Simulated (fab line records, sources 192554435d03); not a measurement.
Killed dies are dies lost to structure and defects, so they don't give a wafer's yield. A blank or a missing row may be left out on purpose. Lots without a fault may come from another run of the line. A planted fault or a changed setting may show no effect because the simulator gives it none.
Chamber matching | flow n5_finfet | N5_MOL_CONTACT_COAG_CONTACT_ETCH_14 on rie_diel-01: 4 sister chambers
The step etches SiO2 in C4F6/O2, target depth 27.5 nm, overetch 8.5 nm, time 20 s. 4 wafers are shown with their chamber, then 10 later ones without.

WAFERS WITH THEIR CHAMBER
wafer  | chamber | drypump_motor_current_A (A)
L089.1 | 2       | 4.9
L090.1 | 0       | 5.0
L093.1 | 3       | 5.5
L093.2 | 1       | 5.3

WAFERS WITHOUT THEIR CHAMBER
wafer  | drypump_motor_current_A (A)
L093.4 | 4.9
L095.2 | 5.0
L095.4 | 4.9
L095.6 | 5.3
L096.1 | 5.3
L096.2 | 4.9
L096.3 | 5.0
L097.1 | 5.3
L097.2 | 5.6
L097.5 | 5.0

WHICH CHAMBER EACH WENT THROUGH
wafer  | from the rows above | in truth
L093.4 | 2                   | 2
L095.2 | 0                   | 0
L095.4 | 2                   | 2
L095.6 | 1                   | 1
L096.1 | 1                   | 1
L096.2 | 2                   | 2
L096.3 | 0                   | 0
L097.1 | 1                   | 1
L097.2 | 3                   | 3
L097.5 | 0                   | 0
Placed correctly: 10 of 10. Can't be placed from these rows: 0. Placed wrongly: 0.
How it was worked out, from the rows above alone: a wafer's distance from a chamber is the root of the sum, over the readings, of the square of ((its reading less the chamber's mean) divided by the reading's scatter). The wafer belongs to the nearest chamber; if the next one is less than 2 further off, it can't be placed. A chamber's mean is the mean of its shown wafers. The scatter: with one shown wafer a chamber, the root of the mean of the squares of how far each hidden wafer lies from its nearest shown one.
